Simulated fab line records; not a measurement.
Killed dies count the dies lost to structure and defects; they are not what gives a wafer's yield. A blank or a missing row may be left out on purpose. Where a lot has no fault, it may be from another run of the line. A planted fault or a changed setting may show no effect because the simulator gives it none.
The tool behind it: which one? :: flow n5-finfet :: 18 wafers from 6 lots sampled at 2 of the route's 1938 steps

WHAT THE GAUGES SHOWED, per wafer
N5_STI_FIN_REVEAL_CD_MEAS_22: target cd 6.238 nm, pitch 28 nm.
lot: L364
measured: day 2 19:56
on: cd-sem-01
cd-nm (nm): 5.91 6.31 6.73

lot: L367
measured: day 3 14:59
on: cd-sem-02
cd-nm (nm): 7.10 7.53 7.42

lot: L369
measured: day 4 00:14
on: cd-sem-01
cd-nm (nm): 6.90 7.58 7.21

lot: L374
measured: day 5 12:22
on: cd-sem-01
cd-nm (nm): 6.46 5.92 6.53

lot: L377
measured: day 6 00:47
on: cd-sem-02
cd-nm (nm): 6.27 6.06 6.52

lot: L380
measured: day 7 08:23
on: cd-sem-01
cd-nm (nm): 6.11 6.42 6.32

WHAT TOOL EACH LOT RAN ON (gives the tool, then ch and the chambers of the sampled wafers, and finally the start)
lot: L364
N5_STI_FIN_REVEAL_OXIDATION_31: plasma-asher-02 ch 0, day 2 19:25

lot: L367
N5_STI_FIN_REVEAL_OXIDATION_31: plasma-asher-01 ch 0,1, day 3 14:28

lot: L369
N5_STI_FIN_REVEAL_OXIDATION_31: plasma-asher-01 ch 0,1, day 3 23:43

lot: L374
N5_STI_FIN_REVEAL_OXIDATION_31: plasma-asher-01 ch 0,1, day 5 11:53

lot: L377
N5_STI_FIN_REVEAL_OXIDATION_31: plasma-asher-02 ch 0,1, day 6 00:13

lot: L380
N5_STI_FIN_REVEAL_OXIDATION_31: plasma-asher-01 ch 0,1, day 7 07:52
- N5_STI_FIN_REVEAL_OXIDATION_31: chemistry O2 PLASMA REMOTE, time 20 s.

THE ANSWER, worked out from the rows above alone
Rule: the lots themselves supply what counts as usual. Put in order of their means at a reading, lots are off if they are a third of the lots or fewer, leave a main group of 4 or more, and stand apart from it by a gap of 3 or more times the standard deviation of the main group's means; of several such gaps the widest counts. A main group whose means are all the same, to the digits that the tables above print for the reading, isn't used. Also off: a lot with no number at a reading for which 4 or more lots have one. The other lots that the step has rows for count as sound.
Off: L367, L369, at N5_STI_FIN_REVEAL_CD_MEAS_22 (cd-nm). The main group has a mean of 6.30 nm with a standard deviation of 0.014.
A tool fits if, at a process step before that reading, it ran every lot that is off, and no sound lot after the first of them. Gauges at N5_STI_FIN_REVEAL_CD_MEAS_22: tried the same way as those tools. Not one of the candidates tried fits.

WHAT WAS PUT IN BY THE SIMULATOR
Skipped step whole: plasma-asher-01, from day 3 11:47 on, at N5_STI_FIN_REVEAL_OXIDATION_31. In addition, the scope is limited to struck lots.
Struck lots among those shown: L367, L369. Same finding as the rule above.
